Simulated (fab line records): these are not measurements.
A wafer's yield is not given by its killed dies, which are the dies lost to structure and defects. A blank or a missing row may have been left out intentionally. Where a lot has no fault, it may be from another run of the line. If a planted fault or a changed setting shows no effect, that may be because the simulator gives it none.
Which tool is to blame?    flow nand_harc    72 wafers from 24 lots sampled at 6 of the route's 1302 steps

## WHAT THE GAUGES SHOWED, per wafer
The record lacks any reading of a measuring or inspecting step that a usual standard deviation could be used to judge.

## TOOL THAT RAN EACH LOT (tool first, then ch and the chambers of the sampled wafers, then the start)
lot   NHARC_A_CONTACT_ETCH_121              NHARC_A_CONTACT_ETCH_90             NHARC_A_CONTACT_ETCH_102            NHARC_A_CONTACT_ETCH_75             NHARC_A_CONTACT_ETCH_127              NHARC_A_CONTACT_ETCH_131
L074  har_cap_etch-02 ch 0,1, day 22 03:20  rie_diel-11 ch 0,2, day 22 04:40    rie_diel-08 ch 0,1,3, day 22 05:11  rie_diel-09 ch 1,2, day 22 10:02    har_cap_etch-03 ch 0,1, day 22 12:02  har_cap_etch-03 ch 0,1, day 22 12:44
L075  har_cap_etch-03 ch 0,1, day 22 04:50  rie_diel-09 ch 0,2, day 22 06:09    rie_diel-09 ch 0,1,2, day 22 06:40  rie_diel-11 ch 1,3, day 22 13:16    har_cap_etch-01 ch 0,1, day 22 15:16  har_cap_etch-01 ch 0,1, day 22 15:59
L076  har_cap_etch-02 ch 0,1, day 22 07:18  rie_diel-11 ch 1,2, day 22 08:34    rie_diel-08 ch 0,1, day 22 09:05    rie_diel-11 ch 2,3, day 22 16:28    har_cap_etch-02 ch 0,1, day 22 18:34  har_cap_etch-02 ch 0,1, day 22 19:16
L077  har_cap_etch-03 ch 0,1, day 22 21:11  rie_diel-09 ch 1,3, day 22 22:27    rie_diel-09 ch 0,1,3, day 22 22:58  rie_diel-09 ch 1,2,3, day 23 03:55  har_cap_etch-01 ch 0,1, day 23 06:08  har_cap_etch-01 ch 0,1, day 23 06:50
L078  har_cap_etch-03 ch 0,1, day 24 04:23  rie_diel-08 ch 0,2,3, day 24 05:41  rie_diel-08 ch 1,2, day 24 06:10    rie_diel-09 ch 0,1,2, day 24 11:51  har_cap_etch-01 ch 1, day 24 13:53    har_cap_etch-01 ch 1, day 24 14:36
L079  har_cap_etch-01 ch 0,1, day 24 07:52  rie_diel-09 ch 0,3, day 24 09:09    rie_diel-09 ch 0,1,2, day 24 09:40  rie_diel-09 ch 0,1,2, day 24 21:38  har_cap_etch-03 ch 0,1, day 24 23:50  har_cap_etch-03 ch 0,1, day 25 00:47
L081  har_cap_etch-03 ch 0,1, day 24 15:15  rie_diel-08 ch 0,2,3, day 24 16:53  rie_diel-08 ch 1,2,3, day 24 17:22  rie_diel-09 ch 0,2,3, day 25 01:04  har_cap_etch-01 ch 0,1, day 25 03:05  har_cap_etch-01 ch 0,1, day 25 03:47
L080  har_cap_etch-02 ch 0,1, day 24 19:04  rie_diel-09 ch 0,2, day 24 20:22    rie_diel-09 ch 2,3, day 24 20:52    rie_diel-08 ch 0,2, day 25 02:02    har_cap_etch-02 ch 0,1, day 25 04:04  har_cap_etch-02 ch 0,1, day 25 04:46
L082  har_cap_etch-01 ch 0,1, day 24 19:34  rie_diel-08 ch 0,2,3, day 24 20:54  rie_diel-08 ch 0,1,2, day 24 21:23  rie_diel-09 ch 0,1,3, day 25 04:01  har_cap_etch-03 ch 0,1, day 25 06:02  har_cap_etch-03 ch 0,1, day 25 06:44
L086  har_cap_etch-03 ch 0,1, day 25 14:17  rie_diel-09 ch 0,1, day 25 15:38    rie_diel-08 ch 2,3, day 25 16:10    rie_diel-09 ch 0,3, day 25 20:58    har_cap_etch-03 ch 0,1, day 25 22:58  har_cap_etch-03 ch 0,1, day 25 23:41
L083  har_cap_etch-01 ch 0,1, day 25 15:37  rie_diel-11 ch 0,1,3, day 25 16:52  rie_diel-09 ch 1,3, day 25 17:28    rie_diel-09 ch 0,1,2, day 25 22:25  har_cap_etch-02 ch 0,1, day 26 00:29  har_cap_etch-02 ch 0,1, day 26 01:11
L084  har_cap_etch-02 ch 0,1, day 25 21:11  rie_diel-08 ch 0,2,3, day 25 22:33  rie_diel-11 ch 1,2,3, day 25 23:03  rie_diel-11 ch 0,3, day 26 06:38    har_cap_etch-01 ch 0,1, day 26 08:41  har_cap_etch-01 ch 0,1, day 26 09:23
L085  har_cap_etch-01 ch 0,1, day 25 21:33  rie_diel-08 ch 0,2, day 25 22:53    rie_diel-08 ch 2,3, day 25 23:27    rie_diel-09 ch 0,2,3, day 26 07:16  har_cap_etch-03 ch 0,1, day 26 09:19  har_cap_etch-03 ch 0,1, day 26 10:02
L087  har_cap_etch-01 ch 0,1, day 26 15:01  rie_diel-08 ch 1,2,3, day 26 16:19  rie_diel-08 ch 1,2,3, day 26 16:49  rie_diel-09 ch 0,2,3, day 26 23:30  har_cap_etch-01 ch 0,1, day 27 01:34  har_cap_etch-01 ch 0,1, day 27 02:16
L089  har_cap_etch-01 ch 0,1, day 28 00:05  rie_diel-09 ch 0,1,2, day 28 01:24  rie_diel-09 ch 0,1,2, day 28 01:55  rie_diel-09 ch 0,2,3, day 28 06:51  har_cap_etch-01 ch 0,1, day 28 08:52  har_cap_etch-01 ch 0,1, day 28 09:34
L088  har_cap_etch-02 ch 0,1, day 28 00:14  rie_diel-08 ch 0,1,3, day 28 01:49  rie_diel-11 ch 0,2,3, day 28 02:23  rie_diel-08 ch 1,2,3, day 28 08:05  har_cap_etch-02 ch 0,1, day 28 10:05  har_cap_etch-02 ch 0,1, day 28 10:47
L090  har_cap_etch-03 ch 0,1, day 28 03:17  rie_diel-09 ch 0,1,2, day 28 04:37  rie_diel-08 ch 0,1,3, day 28 05:38  rie_diel-09 ch 1,3, day 28 10:38    har_cap_etch-03 ch 0,1, day 28 12:43  har_cap_etch-03 ch 0,1, day 28 13:26
L092  har_cap_etch-01 ch 0,1, day 29 14:44  rie_diel-08 ch 0,1, day 29 16:05    rie_diel-09 ch 1,2, day 29 16:35    rie_diel-08 ch 0,1,2, day 30 00:26  har_cap_etch-01 ch 0,1, day 30 02:37  har_cap_etch-01 ch 0,1, day 30 03:33
L091  har_cap_etch-02 ch 0,1, day 29 14:56  rie_diel-11 ch 0,2, day 29 16:35    rie_diel-08 ch 0,1, day 29 17:05    rie_diel-08 ch 1,2, day 30 03:31    har_cap_etch-01 ch 0,1, day 30 05:45  har_cap_etch-01 ch 0,1, day 30 06:41
L093  har_cap_etch-03 ch 0,1, day 29 23:19  rie_diel-11 ch 1,2, day 30 00:38    rie_diel-09 ch 0,1,3, day 30 01:10  rie_diel-11 ch 0,2, day 30 10:23    har_cap_etch-02 ch 0,1, day 30 12:23  har_cap_etch-02 ch 0,1, day 30 13:05
L094  har_cap_etch-02 ch 0,1, day 30 05:25  rie_diel-09 ch 0,2,3, day 30 07:02  rie_diel-09 ch 1,2, day 30 07:41    rie_diel-11 ch 1,2,3, day 30 13:36  har_cap_etch-02 ch 0,1, day 30 18:05  har_cap_etch-02 ch 0,1, day 30 18:47
L095  har_cap_etch-03 ch 0,1, day 30 05:26  rie_diel-09 ch 0,1, day 30 06:46    rie_diel-09 ch 1,2,3, day 30 07:23  rie_diel-09 ch 0,3, day 30 12:26    har_cap_etch-01 ch 0,1, day 30 14:46  har_cap_etch-01 ch 0,1, day 30 15:43
L097  har_cap_etch-03 ch 0,1, day 30 20:25  rie_diel-08 ch 0,1,3, day 30 21:44  rie_diel-11 ch 2,3, day 30 23:25    rie_diel-09 ch 0,1,3, day 31 04:25  har_cap_etch-02 ch 0,1, day 31 06:26  har_cap_etch-02 ch 0,1, day 31 07:08
L096  har_cap_etch-03 ch 0,1, day 31 01:30  rie_diel-09 ch 0,2,3, day 31 02:46  rie_diel-09 ch 0,2,3, day 31 03:21  rie_diel-09 ch 0,2,3, day 31 08:32  har_cap_etch-03 ch 0,1, day 31 10:36  har_cap_etch-03 ch 0,1, day 31 11:18
- NHARC_A_CONTACT_ETCH_121: etches the open film in C4F8/O2/Ar, time 190 s, target depth 1850 nm.
- NHARC_A_CONTACT_ETCH_90: etches the open film in CH3F/O2, target depth 40 nm, time 85.7 s.
- NHARC_A_CONTACT_ETCH_102: etches the open film in CF4/O2, target depth 100 nm, overetch 10 nm, time 55 s.
- NHARC_A_CONTACT_ETCH_75: etches the open film in CF4, target depth 39 nm, time 65 s.
- NHARC_A_CONTACT_ETCH_127: etches the open film in C4F8/O2/Ar, time 197 s, target depth 1918 nm.
- NHARC_A_CONTACT_ETCH_131: etches the open film in C4F8/O2/Ar, time 197 s, target depth 1918 nm.

## AS READ BY THE TOOLS THEMSELVES (means over the sampled wafers that have a number; for cases with no such wafer, the mark the record gives instead)
NHARC_A_CONTACT_ETCH_90. Usual: bias_w 99.99 W, standard deviation 0.29; drypump_motor_current_A 5.7 A, standard deviation 0.44; oes_product_au 0.96 a.u., standard deviation 0.038; rf_vpp_V 243.2 V, standard deviation 1.5; showerhead_plenum_p_Torr 2.38 Torr, standard deviation 0.098; throttle_valve_pct 20.664 %, standard deviation 0.0086.
lot   tool         bias_w (W)  drypump_motor_current_A (A)  oes_product_au (a.u.)  rf_vpp_V (V)  showerhead_plenum_p_Torr (Torr)  throttle_valve_pct (%)  flag
L074  rie_diel-11  99.96       6.1                          0.92                   243.1         2.38                             20.668                  
L075  rie_diel-09  100.13      5.4                          1.00                   244.7         2.49                             20.662                  
L076  rie_diel-11  99.86       6.2                          0.92                   243.1         2.36                             20.666                  
L077  rie_diel-09  100.19      5.9                          1.00                   241.8         2.29                             20.659                  
L078  rie_diel-08  99.96       5.8                          1.00                   243.7         2.38                             20.658                  
L079  rie_diel-09  99.86       5.9                          0.92                   244.1         2.40                             20.661                  
L081  rie_diel-08  99.79       5.8                          0.93                   244.2         2.38                             20.654                  
L080  rie_diel-09  100.23      5.5                          0.94                   242.4         2.39                             20.665                  
L082  rie_diel-08  100.14      5.8                          1.01                   242.6         2.38                             20.667                  
L086  rie_diel-09  99.75       5.4                          0.99                   244.3         2.48                             20.661                  
L083  rie_diel-11  100.14      5.7                          0.93                   243.6         2.40                             20.675                  
L084  rie_diel-08  100.13      5.8                          1.01                   243.2         2.38                             20.660                  
L085  rie_diel-08  100.11      5.5                          1.00                   243.5         2.42                             20.662                  
L087  rie_diel-08  100.06      5.7                          1.00                   243.2         2.36                             20.663                  
L089  rie_diel-09  99.87       5.5                          0.92                   243.0         2.38                             20.658                  
L088  rie_diel-08  100.02      5.4                          0.92                   242.3         2.37                             20.670                  
L090  rie_diel-09  100.01      5.5                          1.00                   243.7         2.38                             20.658                  
L092  rie_diel-08  100.28      5.0                          0.93                   243.8         2.39                             20.659                  
L091  rie_diel-11  100.15      6.1                          1.01                   242.2         2.35                             20.663                  
L093  rie_diel-11  100.09      6.2                          0.94                   242.6         2.33                             20.671                  
L094  rie_diel-09  100.02      5.7                          1.00                   243.5         2.39                             20.670                  
L095  rie_diel-09  99.84       5.4                          0.94                   246.2         2.61                             20.668                  
L097  rie_diel-08  99.69       5.4                          0.92                   242.7         2.36                             20.663                  
L096  rie_diel-09  99.77       5.7                          0.99                   243.5         2.38                             20.661                  

NHARC_A_CONTACT_ETCH_102. Usual: bias_w 100.0 W, standard deviation 0.31; drypump_motor_current_A 5.7 A, standard deviation 0.44; oes_product_au 1.000 a.u., standard deviation 0.0094; rf_vpp_V 197.0 V, standard deviation 1.5; showerhead_plenum_p_Torr 1.30 Torr, standard deviation 0.061; throttle_valve_pct 13.398 %, standard deviation 0.0087.
lot   tool         bias_w (W)  drypump_motor_current_A (A)  oes_product_au (a.u.)  rf_vpp_V (V)  showerhead_plenum_p_Torr (Torr)  throttle_valve_pct (%)  flag
L074  rie_diel-08  100.3       5.4                          0.999                  196.1         1.29                             13.405                  
L075  rie_diel-09  99.9        5.5                          0.998                  197.0         1.30                             13.390                  
L076  rie_diel-08  100.1       5.0                          0.992                  197.3         1.31                             13.395                  
L077  rie_diel-09  100.2       5.7                          0.995                  197.2         1.30                             13.398                  
L078  rie_diel-08  100.0       5.5                          0.992                  197.4         1.31                             13.396                  
L079  rie_diel-09  100.0       5.5                          1.008                  196.9         1.30                             13.405                  
L081  rie_diel-08  100.2       5.6                          0.996                  197.1         1.29                             13.395                  
L080  rie_diel-09  100.0       6.0                          1.003                  195.7         1.25                             13.394                  
L082  rie_diel-08  99.9        5.3                          1.002                  197.1         1.31                             13.398                  
L086  rie_diel-08  99.9        6.0                          1.003                  196.8         1.29                             13.394                  
L083  rie_diel-09  100.0       6.0                          0.995                  196.1         1.24                             13.398                  
L084  rie_diel-11  99.9        6.0                          0.999                  196.4         1.28                             13.399                  
L085  rie_diel-08  99.8        6.0                          1.003                  196.6         1.29                             13.399                  
L087  rie_diel-08  99.9        5.6                          0.994                  196.4         1.28                             13.396                  
L089  rie_diel-09  99.8        5.5                          0.997                  196.0         1.29                             13.408                  
L088  rie_diel-11  100.2       5.9                          1.001                  196.8         1.29                             13.393                  
L090  rie_diel-08  100.0       5.4                          1.003                  197.8         1.29                             13.407                  
L092  rie_diel-09  100.1       5.7                          0.998                  196.7         1.31                             13.401                  
L091  rie_diel-08  99.8        5.0                          1.003                  198.0         1.30                             13.401                  
L093  rie_diel-09  99.7        5.7                          0.992                  198.8         1.37                             13.397                  
L094  rie_diel-09  99.5        5.7                          1.002                  197.9         1.31                             13.389                  
L095  rie_diel-09  100.0       5.8                          0.997                  196.6         1.31                             13.387                  
L097  rie_diel-11  99.8        6.2                          1.011                  196.0         1.26                             13.396                  
L096  rie_diel-09  100.1       5.7                          1.001                  196.8         1.29                             13.395                  

NHARC_A_CONTACT_ETCH_75. Usual: bias_w 100.01 W, standard deviation 0.28; drypump_motor_current_A 5.7 A, standard deviation 0.38; oes_product_au 1.003 a.u., standard deviation 0.0095; rf_vpp_V 150.6 V, standard deviation 1.3; showerhead_plenum_p_Torr 1.70 Torr, standard deviation 0.075; throttle_valve_pct 13.284 %, standard deviation 0.0088.
lot   tool         bias_w (W)  drypump_motor_current_A (A)  oes_product_au (a.u.)  rf_vpp_V (V)  showerhead_plenum_p_Torr (Torr)  throttle_valve_pct (%)  flag
L074  rie_diel-09  99.82       5.7                          1.000                  150.4         1.65                             13.278                  
L075  rie_diel-11  100.17      5.9                          0.999                  151.3         1.72                             13.272                  
L076  rie_diel-11  99.98       6.2                          0.998                  150.0         1.69                             13.285                  
L077  rie_diel-09  100.04      5.9                          1.004                  148.4         1.65                             13.289                  
L078  rie_diel-09  100.08      5.6                          1.005                  150.8         1.72                             13.284                  
L079  rie_diel-09  99.86       5.5                          1.003                  151.4         1.72                             13.285                  
L081  rie_diel-09  99.91       5.7                          1.000                  150.8         1.72                             13.278                  
L080  rie_diel-08  100.00      5.7                          1.008                  151.2         1.74                             13.291                  
L082  rie_diel-09  100.28      5.7                          1.001                  150.8         1.72                             13.283                  
L086  rie_diel-09  100.09      5.9                          1.004                  150.5         1.73                             13.285                  
L083  rie_diel-09  99.92       5.6                          1.004                  150.0         1.72                             13.285                  
L084  rie_diel-11  99.90       5.8                          0.999                  151.5         1.72                             13.281                  
L085  rie_diel-09  100.02      5.7                          1.006                  150.5         1.72                             13.280                  
L087  rie_diel-09  100.18      5.7                          1.005                  151.7         1.72                             13.287                  
L089  rie_diel-09  100.04      5.7                          1.005                  150.7         1.72                             13.290                  
L088  rie_diel-08  100.03      5.6                          0.998                  150.9         1.70                             13.280                  
L090  rie_diel-09  100.04      6.0                          0.994                  149.7         1.65                             13.293                  
L092  rie_diel-08  99.80       5.3                          1.008                  151.0         1.73                             13.285                  
L091  rie_diel-08  99.85       5.2                          1.017                  150.7         1.72                             13.279                  
L093  rie_diel-11  99.93       6.1                          1.003                  150.3         1.70                             13.280                  
L094  rie_diel-11  99.92       6.0                          1.007                  150.7         1.69                             13.289                  
L095  rie_diel-09  99.86       5.6                          0.995                  151.9         1.79                             13.290                  
L097  rie_diel-09  100.02      5.7                          0.997                  151.5         1.80                             13.289                  
L096  rie_diel-09  100.25      5.7                          0.994                  152.2         1.72                             13.285                  

## THE ANSWER, worked out from the rows above alone
Rule: a lot counts as off when the mean over its wafers that have a number is more than 3 standard deviations away from the usual mean. A lot without any number at a reading at which 4 lots or more have one is off too. The other lots that the step has rows for count as sound. After the gauges, taken in route order, come the tools' own readings; for these a lot's mean is taken, as printed above. At the first step where some lot is off, the reading lying furthest off is the one used; lots without a number count as furthest.
No lot is off at any reading shown: from this, nothing can be told.

## WHAT HAD BEEN PUT IN BY THE SIMULATOR
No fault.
